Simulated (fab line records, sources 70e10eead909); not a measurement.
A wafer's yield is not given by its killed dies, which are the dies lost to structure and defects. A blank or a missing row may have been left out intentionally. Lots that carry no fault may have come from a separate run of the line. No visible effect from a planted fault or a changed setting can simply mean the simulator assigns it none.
Which tool is to blame? / flow nandHarc / 14 lots with 42 wafers sampled at 5 steps, on a route of 1159 steps

== WHAT THE GAUGES SHOWED, per wafer ==
NHARC_A_BLC_CD_MEAS_19. Usual: 99.1 nm for cdNm, sd 2.8.
lot=L832; measured=day 17 13:19; on=cdSem-03; cdNm (nm)=95.0 99.6 103.1; flag=
lot=L836; measured=day 17 15:39; on=cdSem-01; cdNm (nm)=92.3 100.8 94.8; flag=
lot=L833; measured=day 17 18:57; on=cdSem-03; cdNm (nm)=103.8 105.0 99.4; flag=
lot=L834; measured=day 17 20:41; on=cdSem-01; cdNm (nm)=98.3 100.3 99.1; flag=
lot=L838; measured=day 19 18:30; on=cdSem-02; cdNm (nm)=97.9 97.3 98.1; flag=
lot=L842; measured=day 19 21:04; on=cdSem-03; cdNm (nm)=98.5 99.0 94.9; flag=
lot=L843; measured=day 19 22:13; on=cdSem-02; cdNm (nm)=95.9 98.8 94.7; flag=
lot=L844; measured=day 20 00:30; on=cdSem-03; cdNm (nm)=92.6 96.9 99.8; flag=
lot=L841; measured=day 20 01:56; on=cdSem-02; cdNm (nm)=96.6 99.1 94.9; flag=
lot=L846; measured=day 20 15:43; on=cdSem-01; cdNm (nm)=103.8 101.5 98.0; flag=
lot=L850; measured=day 22 06:54; on=cdSem-02; cdNm (nm)=99.6 100.2 95.3; flag=
lot=L851; measured=day 22 13:49; on=cdSem-02; cdNm (nm)=99.7 96.0 97.8; flag=
lot=L855; measured=day 23 02:32; on=cdSem-03; cdNm (nm)=98.1 103.0 95.3; flag=
lot=L854; measured=day 23 09:49; on=cdSem-02; cdNm (nm)=101.7 98.5 102.8; flag=

NHARC_END_SORT_01. Usual: killedAtArray 27, standard deviation 11; killedAtOther 0.7, standard deviation 1.1; killedAtPeriphery 3.6, standard deviation 2.4; killedDies 32, standard deviation 11; killedOpen 3.3, standard deviation 1.8; killedShort 2.1, standard deviation 1.5.
lot=L832; measured=day 19 15:27; on=prober-01; killedAtArray=24 21 18; killedAtOther=0 0 0; killedAtPeriphery=0 4 4; killedDies=24 25 22; killedOpen=3 5 2; killedShort=2 2 0; flag=
lot=L836; measured=day 20 00:04; on=prober-01; killedAtArray=15 18 15; killedAtOther=0 0 0; killedAtPeriphery=7 6 5; killedDies=22 24 20; killedOpen=1 5 2; killedShort=6 2 6; flag=
lot=L833; measured=day 19 22:42; on=prober-02; killedAtArray=14 14 11; killedAtOther=1 0 0; killedAtPeriphery=4 5 6; killedDies=19 19 17; killedOpen=3 6 3; killedShort=6 1 5; flag=
lot=L834; measured=day 20 04:05; on=prober-02; killedAtArray=29 20 24; killedAtOther=0 2 2; killedAtPeriphery=12 7 10; killedDies=41 29 36; killedOpen=3 2 4; killedShort=3 0 1; flag=
lot=L838; measured=day 22 05:55; on=prober-02; killedAtArray=29 28 34; killedAtOther=0 1 3; killedAtPeriphery=0 4 3; killedDies=29 33 40; killedOpen=3 7 5; killedShort=3 2 3; flag=
lot=L842; measured=day 21 22:07; on=prober-02; killedAtArray=33 39 26; killedAtOther=1 0 0; killedAtPeriphery=3 5 4; killedDies=37 44 30; killedOpen=6 5 4; killedShort=3 1 2; flag=
lot=L843; measured=day 21 22:11; on=prober-01; killedAtArray=35 50 37; killedAtOther=2 0 0; killedAtPeriphery=3 4 2; killedDies=40 54 39; killedOpen=3 6 2; killedShort=4 4 3; flag=
lot=L844; measured=day 22 05:56; on=prober-01; killedAtArray=40 27 34; killedAtOther=0 0 0; killedAtPeriphery=1 3 2; killedDies=41 30 36; killedOpen=7 4 5; killedShort=3 0 0; flag=
lot=L841; measured=day 22 14:36; on=prober-02; killedAtArray=45 35 58; killedAtOther=1 2 0; killedAtPeriphery=2 6 2; killedDies=48 43 60; killedOpen=5 1 6; killedShort=0 3 5; flag=
lot=L846; measured=day 22 21:32; on=prober-01; killedAtArray=11 9 12; killedAtOther=1 0 1; killedAtPeriphery=1 1 1; killedDies=13 10 14; killedOpen=0 0 4; killedShort=4 3 3; flag=
lot=L850; measured=day 24 09:49; on=prober-01; killedAtArray=27 33 17; killedAtOther=1 2 0; killedAtPeriphery=5 3 3; killedDies=33 38 20; killedOpen=2 3 1; killedShort=1 1 1; flag=
lot=L851; measured=day 24 13:27; on=prober-02; killedAtArray=29 34 46; killedAtOther=1 4 6; killedAtPeriphery=4 2 3; killedDies=34 40 55; killedOpen=3 6 3; killedShort=2 2 1; flag=
lot=L855; measured=day 24 21:50; on=prober-01; killedAtArray=18 21 37; killedAtOther=3 1 1; killedAtPeriphery=3 6 4; killedDies=24 28 42; killedOpen=3 4 6; killedShort=2 1 3; flag=
lot=L854; measured=day 25 14:41; on=prober-01; killedAtArray=29 23 15; killedAtOther=2 2 2; killedAtPeriphery=2 3 1; killedDies=33 28 18; killedOpen=4 3 5; killedShort=4 1 2; flag=

== WHAT TOOL EACH LOT RAN ON (gives the tool, then ch and the chambers of the sampled wafers, and finally the start) ==
lot=L832; NHARC_A_CONTACT_ETCH_137=harCapEtch-03 ch 0,1, day 17 05:41; NHARC_A_CONTACT_ETCH_138=harCapEtch-03 ch 0,1, day 17 05:49; NHARC_A_BLC_EXPOSE_07=arfiScanner-02 ch 0, day 17 12:01
lot=L836; NHARC_A_CONTACT_ETCH_137=harCapEtch-03 ch 0,1, day 17 10:41; NHARC_A_CONTACT_ETCH_138=harCapEtch-03 ch 0,1, day 17 10:52; NHARC_A_BLC_EXPOSE_07=arfiScanner-02 ch 0, day 17 14:21
lot=L833; NHARC_A_CONTACT_ETCH_137=harCapEtch-01 ch 0,1, day 17 11:52; NHARC_A_CONTACT_ETCH_138=harCapEtch-01 ch 0,1, day 17 12:00; NHARC_A_BLC_EXPOSE_07=arfiScanner-03 ch 0, day 17 17:40
lot=L834; NHARC_A_CONTACT_ETCH_137=harCapEtch-01 ch 0,1, day 17 15:42; NHARC_A_CONTACT_ETCH_138=harCapEtch-01 ch 0,1, day 17 15:50; NHARC_A_BLC_EXPOSE_07=arfiScanner-01 ch 0, day 17 19:23
lot=L838; NHARC_A_CONTACT_ETCH_137=harCapEtch-02 ch 0,1, day 19 08:37; NHARC_A_CONTACT_ETCH_138=harCapEtch-02 ch 0,1, day 19 08:44; NHARC_A_BLC_EXPOSE_07=arfiScanner-02 ch 0, day 19 15:38
lot=L842; NHARC_A_CONTACT_ETCH_137=harCapEtch-01 ch 0,1, day 19 15:30; NHARC_A_CONTACT_ETCH_138=harCapEtch-01 ch 0,1, day 19 15:37; NHARC_A_BLC_EXPOSE_07=arfiScanner-02 ch 0, day 19 19:46
lot=L843; NHARC_A_CONTACT_ETCH_137=harCapEtch-01 ch 0,1, day 19 16:55; NHARC_A_CONTACT_ETCH_138=harCapEtch-01 ch 0,1, day 19 17:02; NHARC_A_BLC_EXPOSE_07=arfiScanner-02 ch 0, day 19 20:45
lot=L844; NHARC_A_CONTACT_ETCH_137=harCapEtch-03 ch 0,1, day 19 19:31; NHARC_A_CONTACT_ETCH_138=harCapEtch-03 ch 0,1, day 19 19:38; NHARC_A_BLC_EXPOSE_07=arfiScanner-02 ch 0, day 19 23:13
lot=L841; NHARC_A_CONTACT_ETCH_137=harCapEtch-01 ch 1, day 19 20:11; NHARC_A_CONTACT_ETCH_138=harCapEtch-01 ch 1, day 19 20:18; NHARC_A_BLC_EXPOSE_07=arfiScanner-01 ch 0, day 20 00:31
lot=L846; NHARC_A_CONTACT_ETCH_137=harCapEtch-03 ch 0,1, day 20 06:08; NHARC_A_CONTACT_ETCH_138=harCapEtch-03 ch 0,1, day 20 06:15; NHARC_A_BLC_EXPOSE_07=arfiScanner-01 ch 0, day 20 14:17
lot=L850; NHARC_A_CONTACT_ETCH_137=harCapEtch-01 ch 0,1, day 21 15:20; NHARC_A_CONTACT_ETCH_138=harCapEtch-01 ch 0,1, day 21 15:27; NHARC_A_BLC_EXPOSE_07=arfiScanner-03 ch 0, day 22 05:31
lot=L851; NHARC_A_CONTACT_ETCH_137=harCapEtch-01 ch 0,1, day 22 04:03; NHARC_A_CONTACT_ETCH_138=harCapEtch-01 ch 0,1, day 22 04:13; NHARC_A_BLC_EXPOSE_07=arfiScanner-03 ch 0, day 22 12:32
lot=L855; NHARC_A_CONTACT_ETCH_137=harCapEtch-01 ch 0,1, day 22 21:34; NHARC_A_CONTACT_ETCH_138=harCapEtch-01 ch 0,1, day 22 21:41; NHARC_A_BLC_EXPOSE_07=arfiScanner-03 ch 0, day 23 01:14
lot=L854; NHARC_A_CONTACT_ETCH_137=harCapEtch-03 ch 0,1, day 23 04:37; NHARC_A_CONTACT_ETCH_138=harCapEtch-03 ch 0,1, day 23 04:44; NHARC_A_BLC_EXPOSE_07=arfiScanner-01 ch 0, day 23 08:31
- NHARC_A_CONTACT_ETCH_137: etches the open film in C4F8/O2/Ar, time 132 s, target depth 1287 nm.
- NHARC_A_CONTACT_ETCH_138: etches the open film in C4F8/O2/Ar, time 132 s, target depth 1289 nm.
- NHARC_A_BLC_EXPOSE_07: exposes mask A BLC, target cd 100 nm.

== AS READ BY THE TOOLS THEMSELVES (means over the sampled wafers that have a number; for cases with no such wafer, the mark the record gives instead) ==
NHARC_A_BLC_EXPOSE_07. Usual: 67.96 for exposureDoseMJCm2, sd 0.072.
lot=L832 tool=arfiScanner-02 exposureDoseMJCm2=68.04 flag=
lot=L836 tool=arfiScanner-02 exposureDoseMJCm2=68.01 flag=
lot=L833 tool=arfiScanner-03 exposureDoseMJCm2=67.96 flag=
lot=L834 tool=arfiScanner-01 exposureDoseMJCm2=67.95 flag=
lot=L838 tool=arfiScanner-02 exposureDoseMJCm2=65.69 flag=OFF
lot=L842 tool=arfiScanner-02 exposureDoseMJCm2=66.23 flag=OFF
lot=L843 tool=arfiScanner-02 exposureDoseMJCm2=66.54 flag=OFF
lot=L844 tool=arfiScanner-02 exposureDoseMJCm2=66.85 flag=OFF
lot=L841 tool=arfiScanner-01 exposureDoseMJCm2=67.86 flag=
lot=L846 tool=arfiScanner-01 exposureDoseMJCm2=68.01 flag=
lot=L850 tool=arfiScanner-03 exposureDoseMJCm2=67.93 flag=
lot=L851 tool=arfiScanner-03 exposureDoseMJCm2=67.88 flag=
lot=L855 tool=arfiScanner-03 exposureDoseMJCm2=68.05 flag=
lot=L854 tool=arfiScanner-01 exposureDoseMJCm2=67.94 flag=

== THE ANSWER, worked out from the rows above alone ==
Rule: a lot counts as off when the mean over its wafers that have a number is more than 3 standard deviations away from the usual mean. A lot without any number at a reading at which 4 lots or more have one is off too. Where the step has rows for the other lots, those lots are counted as sound. After the gauges, taken in route order, come the tools' own readings; for these a lot's mean is taken, as printed above. At the first step where some lot is off, the reading lying furthest off is the one used; lots without a number count as furthest.
Off, at NHARC_A_BLC_EXPOSE_07 on exposureDoseMJCm2: L838, L842, L843, L844.
If a tool, at that step or one of the process steps before it, ran each lot that is off and ran no sound lot following the first of them, it fits. One candidate fits, namely arfiScanner-02 at NHARC_A_BLC_EXPOSE_07. A fault onset in the window from L836 (day 17 14:21, its last sound lot) to L838 (day 19 15:38, its first lot off) fits.
On the lots that are off, the tool's own readings at NHARC_A_BLC_EXPOSE_07 differ by more than 5 times the standard deviation of the sound lots' means, which bears it out; exposureDoseMJCm2 reads 66.33 there versus 67.96 on the sound lots.

== WHAT HAD BEEN PUT IN BY THE SIMULATOR ==
Process parameters drifting: arfiScanner-02 at NHARC_A_BLC_EXPOSE_07, beginning at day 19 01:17. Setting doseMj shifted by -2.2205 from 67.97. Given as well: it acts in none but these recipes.
Lots struck among those shown: L838, L842, L843, L844. The rule above found the same.
